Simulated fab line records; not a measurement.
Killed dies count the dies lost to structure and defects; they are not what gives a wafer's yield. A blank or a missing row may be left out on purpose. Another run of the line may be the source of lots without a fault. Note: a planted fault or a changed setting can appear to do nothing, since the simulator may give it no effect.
Which tool was responsible? -- flow nandHarc -- 24 lots, 72 wafers sampled, at 3 steps of a route of 1302

## WHAT THE GAUGES SHOWED, per wafer
NHARC_A_SGD_CUT_INSPECT_25. Usual: rawDefectCount 394, standard deviation 98.
lot,measured,on,rawDefectCount,flag
L074,day 19 20:44,defectInspect-01,332 329 350,
L075,day 19 20:44,defectInspect-02,302 387 389,
L076,day 20 08:32,defectInspect-01,442 490 376,
L077,day 21 05:52,defectInspect-02,252 268 297,
L079,day 21 17:08,defectInspect-01,384 305 550,
L078,day 22 08:16,defectInspect-02,369 456 352,
L081,day 22 15:22,defectInspect-01,458 651 445,
L080,day 22 18:30,defectInspect-01,345 307 285,
L083,day 23 02:00,defectInspect-01,457 693 466,
L082,day 23 01:51,defectInspect-02,453 529 369,
L084,day 23 16:20,defectInspect-01,371 315 364,
L085,day 24 07:50,defectInspect-01,498 399 459,
L086,day 24 15:21,defectInspect-02,336 326 327,
L087,day 24 15:22,defectInspect-01,356 345 416,
L088,day 26 01:44,defectInspect-01,394 334 523,
L089,day 26 01:53,defectInspect-01,613 427 430,
L091,day 26 11:41,defectInspect-01,373 348 403,
L090,day 26 11:44,defectInspect-02,262 251 412,
L092,day 27 02:58,defectInspect-02,308 323 402,
L093,day 27 13:32,defectInspect-02,363 491 483,
L096,day 27 23:54,defectInspect-01,355 468 335,
L094,day 27 23:55,defectInspect-02,365 428 311,
L095,day 28 02:54,defectInspect-02,279 402 321,
L097,day 29 04:37,defectInspect-02,387 373 424,

NHARC_A_SLIT_CD_MEAS_09: target cd 300 nm. Usual: cdNm 299.9 nm, standard deviation 0.52.
lot,measured,on,cdNm (nm),flag
L074,day 20 01:27,cdSem-01,299.7 300.2 300.7,
L075,day 20 02:02,cdSem-01,299.8 300.5 300.1,
L076,day 20 13:15,cdSem-02,299.2 300.3 299.6,
L077,day 21 10:44,cdSem-02,299.9 300.1 300.3,
L079,day 21 22:52,cdSem-01,299.3 299.4 298.8,
L078,day 22 13:17,cdSem-03,298.7 300.6 300.2,
L081,day 22 20:13,cdSem-01,301.1 300.1 301.2,
L080,day 23 00:10,cdSem-03,299.7 300.1 299.5,
L083,day 23 08:02,cdSem-03,299.5 300.3 299.6,
L082,day 23 07:50,cdSem-02,300.2 300.0 300.3,
L084,day 23 21:05,cdSem-02,299.7 299.8 299.3,
L085,day 24 13:13,cdSem-02,300.6 300.1 300.2,
L086,day 24 20:22,cdSem-02,299.9 300.2 299.8,
L087,day 24 20:04,cdSem-03,300.5 300.2 300.0,
L088,day 26 06:31,cdSem-01,300.0 299.7 299.3,
L089,day 26 08:16,cdSem-03,300.2 300.1 299.8,
L091,day 26 20:05,cdSem-01,299.4 299.5 299.3,
L090,day 26 21:41,cdSem-01,301.0 300.2 300.1,
L092,day 27 07:50,cdSem-03,298.8 299.2 299.3,
L093,day 27 18:31,cdSem-03,301.1 300.2 299.6,
L096,day 28 04:46,cdSem-02,300.1 300.9 300.5,
L094,day 28 04:55,cdSem-03,299.9 299.9 299.7,
L095,day 28 09:36,cdSem-02,299.9 300.1 299.3,
L097,day 29 09:34,cdSem-03,299.4 300.1 299.7,

## EACH LOT AND THE TOOL THAT RAN IT (in order: tool; ch and the chambers of the sampled wafers; start)
lot,NHARC_A_SGD_CUT_ETCH_15
L074,"rieDiel-06 ch 0,1,2, day 19 20:44 or earlier"
L075,"rieDiel-04 ch 0,1, day 19 20:44 or earlier"
L076,"rieDiel-04 ch 0,2,3, day 20 08:32 or earlier"
L077,"rieDiel-06 ch 2,3, day 21 05:52 or earlier"
L079,"rieDiel-04 ch 0,1,2, day 21 17:08 or earlier"
L078,"rieDiel-04 ch 0,1,2, day 22 08:16 or earlier"
L081,"rieDiel-06 ch 1,3, day 22 15:22 or earlier"
L080,"rieDiel-07 ch 1,2,3, day 22 18:30 or earlier"
L083,"rieDiel-07 ch 0,1,3, day 23 02:00 or earlier"
L082,"rieDiel-04 ch 0,2,3, day 23 01:51 or earlier"
L084,"rieDiel-07 ch 1,3, day 23 16:20 or earlier"
L085,"rieDiel-07 ch 0,2, day 24 07:50 or earlier"
L086,"rieDiel-06 ch 0,1,3, day 24 15:21 or earlier"
L087,"rieDiel-07 ch 0,2,3, day 24 15:22 or earlier"
L088,"rieDiel-07 ch 0,2,3, day 26 01:44 or earlier"
L089,"rieDiel-06 ch 1,2,3, day 26 01:53 or earlier"
L091,"rieDiel-06 ch 1,2,3, day 26 11:41 or earlier"
L090,"rieDiel-07 ch 0,3, day 26 11:44 or earlier"
L092,"rieDiel-04 ch 0,1, day 27 02:58 or earlier"
L093,"rieDiel-06 ch 0,2, day 27 13:32 or earlier"
L096,"rieDiel-06 ch 2,3, day 27 23:54 or earlier"
L094,"rieDiel-07 ch 1,2,3, day 27 23:55 or earlier"
L095,"rieDiel-04 ch 0,1,3, day 28 02:54 or earlier"
L097,"rieDiel-07 ch 1,2,3, day 29 04:37 or earlier"
- NHARC_A_SGD_CUT_ETCH_15: etches the open film in CH3F/O2, target depth 75 nm, time 64.3 s.

## WHAT THE TOOLS THEMSELVES READ (means of the sampled wafers that have a number; where no wafer has one, the mark that the record gives instead)
NHARC_A_SGD_CUT_ETCH_15. Usual: drypumpMotorCurrentA 5.8 A, standard deviation 0.45; oesProductAu 0.958 a.u., standard deviation 0.017; rfVppV 263.7 V, standard deviation 1.6; showerheadPlenumPTorr 2.45 Torr, standard deviation 0.097; throttleValvePct 20.663 %, standard deviation 0.009.
lot,tool,drypumpMotorCurrentA (A),oesProductAu (a.u.),rfVppV (V),showerheadPlenumPTorr (Torr),throttleValvePct (%),flag
L074,rieDiel-06,6.1,0.970,263.8,2.47,20.661,
L075,rieDiel-04,5.4,0.957,264.7,2.53,20.664,
L076,rieDiel-04,5.6,0.973,263.1,2.44,20.668,
L077,rieDiel-06,5.9,0.958,262.2,2.35,20.665,
L079,rieDiel-04,5.4,0.929,264.8,2.50,20.657,
L078,rieDiel-04,5.4,0.968,265.1,2.50,20.666,
L081,rieDiel-06,5.7,0.970,264.2,2.51,20.650,
L080,rieDiel-07,5.8,0.967,263.2,2.45,20.663,
L083,rieDiel-07,5.9,0.971,263.8,2.45,20.655,
L082,rieDiel-04,5.6,0.973,263.4,2.44,20.666,
L084,rieDiel-07,5.7,0.966,263.3,2.45,20.665,
L085,rieDiel-07,5.9,0.922,263.0,2.36,20.664,
L086,rieDiel-06,5.8,0.961,263.7,2.51,20.662,
L087,rieDiel-07,6.0,0.961,263.9,2.45,20.656,
L088,rieDiel-07,6.0,0.957,264.0,2.45,20.659,
L089,rieDiel-06,5.8,0.939,262.5,2.43,20.665,
L091,rieDiel-06,5.8,0.959,263.5,2.43,20.660,
L090,rieDiel-07,6.1,0.958,263.1,2.44,20.674,
L092,rieDiel-04,5.4,0.947,265.1,2.53,20.661,
L093,rieDiel-06,6.2,0.967,263.2,2.46,20.662,
L096,rieDiel-06,5.6,0.934,262.4,2.39,20.665,
L094,rieDiel-07,5.8,0.965,263.0,2.44,20.665,
L095,rieDiel-04,5.7,0.967,264.4,2.47,20.660,
L097,rieDiel-07,5.8,0.977,263.0,2.44,20.665,

## THE ANSWER, worked out from the rows above alone
Rule: a lot counts as off when the mean over its wafers that have a number is more than 3 standard deviations away from the usual mean. A lot without any number at a reading at which 4 lots or more have one is off too. Where the step has rows for the other lots, those lots are counted as sound. After the gauges, taken in route order, come the tools' own readings; for these a lot's mean is taken, as printed above. The first step at which some lot is off is used, and at that step the reading that is off furthest; a lot without a number counts as furthest.
Across all readings shown, no lot is off: no conclusion can be drawn from this.

## WHAT WAS PUT IN BY THE SIMULATOR
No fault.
